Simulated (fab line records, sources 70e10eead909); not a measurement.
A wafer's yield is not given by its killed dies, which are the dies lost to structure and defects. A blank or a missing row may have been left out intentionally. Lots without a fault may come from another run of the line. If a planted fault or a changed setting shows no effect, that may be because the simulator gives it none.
Comparing a struck lot with a sound one | flow nand-harc | 14 out of 1302 route steps
Sound: wafers L584.1, L584.4, L584.5. Struck: wafer L591.1. At the end, the cause is stated.
Each step with rows lists, per side, the tool, then ch with its chambers, then its first start. Under that, the readings that differ: sound wafers | struck wafers | difference of the means | sigmas: that difference in standard deviations of wafers without a fault.
alike: same words and numbers on both sides, and readings whose means sit less than 2 such deviations apart. not compared: any withheld reading, any reading some wafer has no value for, any bound like >300 that may hide the same value, and any number with overlapping values for which the record gives no deviation.
Wherever a step has rows on one side only, a row that says differs or no value, or a row with sigmas, the two part there. Numbers that don't overlap but have no deviation are shown without sigmas and don't part them. Lack of a reading on every wafer of one side parts them only where that side has two or more wafers.

NHARC_A_CONTACT_DESCUM_13: chemistry O2, time 3 s.
  sound on rie-diel-05 ch 0,1,3, day 22 18:02; struck on rie-diel-05 ch 2, day 26 05:02
  reading                | sound                | struck | difference | sigmas
  throttle-valve-pct (%) | 11.303 11.319 11.313 | 11.278 | -0.034     | -3
  alike: drypump-motor-current-A, oes-product-au, rf-vpp-V, showerhead-plenum-p-Torr
  not compared: rf-hours-counter-h
NHARC_A_CONTACT_ETCH_88: etches the open film in CF4, target depth 39 nm, time 65 s.
  sound on rie-diel-05 ch 0,2, day 22 18:06; struck on rie-diel-05 ch 2, day 26 05:06
  alike: drypump-motor-current-A, oes-product-au, rf-vpp-V, showerhead-plenum-p-Torr, throttle-valve-pct
  not compared: rf-hours-counter-h
then, 2 steps without rows for these wafers: NHARC_A_CONTACT_ETCH_89 (etches the open film in N2/H2, target depth 260 nm, time 475.3 s); NHARC_A_CONTACT_ETCH_30 (etches the open film in CF4/CHF3, target depth 72.6 nm, time 36.3 s).
NHARC_A_CONTACT_ETCH_31: etches the open film in O2/COS, target depth 2800 nm, time 728 s.
  sound: rie-diel-05 ch 0,3; struck: rie-diel-05 ch 2
  reading                         | sound                | struck | difference | sigmas
  rf-vpp-V (V)                    | 315.0 312.3 310.6    | 318.0  | +5.4       | +3
  showerhead-plenum-p-Torr (Torr) | 3.19 2.93 2.93       | 3.30   | +0.28      | +2
  throttle-valve-pct (%)          | 28.330 28.316 28.322 | 28.344 | +0.021     | +2
  alike: drypump-motor-current-A, oes-product-au
  not compared: rf-hours-counter-h
then, 5 steps without rows for these wafers: NHARC_A_CONTACT_ETCH_134 (etches the open film in C4F8/O2/Ar, time 140 s, target depth 700 nm); NHARC_A_CONTACT_ETCH_135 (etches the open film in C4F8/O2/Ar, time 311 s, target depth 1912 nm); NHARC_A_CONTACT_ETCH_136 (etches the open film in C4F8/O2/Ar, time 311 s, target depth 1912 nm); NHARC_A_CONTACT_ETCH_137 (etches the open film in C4F8/O2/Ar, time 311 s, target depth 1912 nm); NHARC_A_CONTACT_ETCH_138 (etches the open film in C4F8/O2/Ar, time 311 s, target depth 1914 nm).
NHARC_A_CONTACT_ETCH_139: etches the open film in C4F8/O2/Ar, time 195 s, target depth 840 nm.
  sound on har-cap-etch-02 ch 0,1, day 22 20:36; struck on har-cap-etch-03 ch 0, day 26 07:28
  not compared: rf-hours-counter-h
NHARC_A_CONTACT_ETCH_92: etches the open film in CH3F/O2, target depth 40 nm, time 85.7 s.
  sound on rie-diel-04 ch 0,1, day 22 21:10; struck on rie-diel-04 ch 3, day 26 08:01
  alike: drypump-motor-current-A, oes-product-au, rf-vpp-V, showerhead-plenum-p-Torr, throttle-valve-pct
  not compared: rf-hours-counter-h
NHARC_A_CONTACT_ETCH_98: etches the open film in C4F6/O2, target depth 20 nm, time 10 s.
  sound on rie-diel-04 ch 0,2,3, day 22 21:17; struck on rie-diel-04 ch 0, day 26 08:09
  reading               | sound             | struck | difference | sigmas
  oes-product-au (a.u.) | 0.924 0.956 0.934 | 0.767  | -0.171     | -8
  alike: drypump-motor-current-A, rf-vpp-V, showerhead-plenum-p-Torr, throttle-valve-pct
  not compared: rf-hours-counter-h
NHARC_A_CONTACT_CD_MEAS_15:
  sound: cd-sem-02 at day 22 21:23; struck: cd-sem-02 at day 26 08:14
  alike: cd-nm

## WHERE THEY PART
Last at NHARC_A_CONTACT_ETCH_98 as far as this record goes, first at NHARC_A_CONTACT_DESCUM_13. Later steps at which nothing parts them and some readings are alike: NHARC_A_CONTACT_CD_MEAS_15.

WHY: what had been put in by the simulator
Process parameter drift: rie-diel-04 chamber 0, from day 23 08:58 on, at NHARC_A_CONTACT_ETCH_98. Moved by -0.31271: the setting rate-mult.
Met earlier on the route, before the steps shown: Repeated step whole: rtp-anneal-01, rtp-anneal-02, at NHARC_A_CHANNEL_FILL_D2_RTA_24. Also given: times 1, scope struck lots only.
